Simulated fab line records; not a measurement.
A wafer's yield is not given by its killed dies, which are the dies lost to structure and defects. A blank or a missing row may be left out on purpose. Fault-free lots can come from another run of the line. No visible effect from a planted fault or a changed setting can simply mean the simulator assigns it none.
Struck lot and sound lot, side by side / flow nandHarc / 15 steps out of a route of 1302
Sound: the wafers L756.1, L756.2, L756.3. Struck: wafers L764.1, L764.2, L764.6. The cause is named last.
Per side, at each step with rows, come the tool, then ch with its chambers, and then its first start. Under that, the readings that differ: sound wafers / struck wafers / difference of the means / sigmas: that difference in standard deviations of wafers without a fault.
alike: same words and numbers on both sides, and readings whose means sit less than 2 such deviations apart. not compared: any withheld reading, any reading some wafer has no value for, any bound like >300 that may hide the same value, and any number with overlapping values for which the record gives no deviation.
A row with sigmas, a row that says differs or no value, or rows on one side alone: a step with any of these is where the two part. Non-overlapping numbers with no deviation appear without sigmas and do not part them. A reading missing from all wafers of one side parts the sides only when that side holds two or more wafers.

NHARC_P_START_INSPECT_01:
  sound on defectInspect-02, day 4 18:02; struck on defectInspect-01, day 8 02:02
  alike: rawDefectCount
then, 7 steps without rows for these wafers: NHARC_P_ZERO_WELL_PRECLEAN_00 (cleans in SPM, time 600 s); NHARC_P_ZERO_WELL_SRD_01; NHARC_P_ZERO_WELL_PECVD_02 (deposits SiO2, target thk 10 nm); NHARC_P_ZERO_WELL_DEHYDRATE_03 (time 120 s); NHARC_P_ZERO_WELL_HMDS_04 (time 30 s); NHARC_P_ZERO_WELL_COAT_64 (time 65 s); NHARC_P_ZERO_WELL_COAT_05 (resist thk 600 nm).
NHARC_P_ZERO_WELL_SOFTBAKE_06: time 70 s.
  sound on lithoTrack-02 ch 0, day 4 18:00; struck on lithoTrack-02 ch 0, day 8 02:00
reading=heaterPowerTotalW (W); sound=199.8 200.7 201.3; struck=218.0 213.8 216.3; difference=+15.4; sigmas=+12
reading=plateTempC (C); sound=125.02 125.25 124.87; struck=132.14 132.14 132.10; difference=+7.08; sigmas=+51
then, 4 steps without rows for these wafers: NHARC_P_ZERO_WELL_EBR_07; NHARC_P_ZERO_WELL_EXPOSE_08 (exposes mask P ZERO, target cd 500 nm); NHARC_P_ZERO_WELL_PEB_09 (peb time 80 s); NHARC_P_ZERO_WELL_DEVELOP_10 (time 50 s).
NHARC_P_ZERO_WELL_CD_MEAS_11: target cd 500 nm.
  sound on cdSem-02 ch 0, day 4 19:15; struck on cdSem-01 ch 0, day 8 03:07
reading=cdNm (nm); sound=501.7 503.0 505.1; struck=517.9 515.6 516.3; difference=+13.3; sigmas=+7
then, 1 step without rows for these wafers: NHARC_P_ZERO_WELL_HARDBAKE_12 (time 65 s).

WHERE THEY PART
First at NHARC_P_ZERO_WELL_SOFTBAKE_06; last, within this record, at NHARC_P_ZERO_WELL_CD_MEAS_11.

WHY: what the simulator had put in
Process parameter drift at NHARC_P_ZERO_WELL_SOFTBAKE_06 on lithoTrack-02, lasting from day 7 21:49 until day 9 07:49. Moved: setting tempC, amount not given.
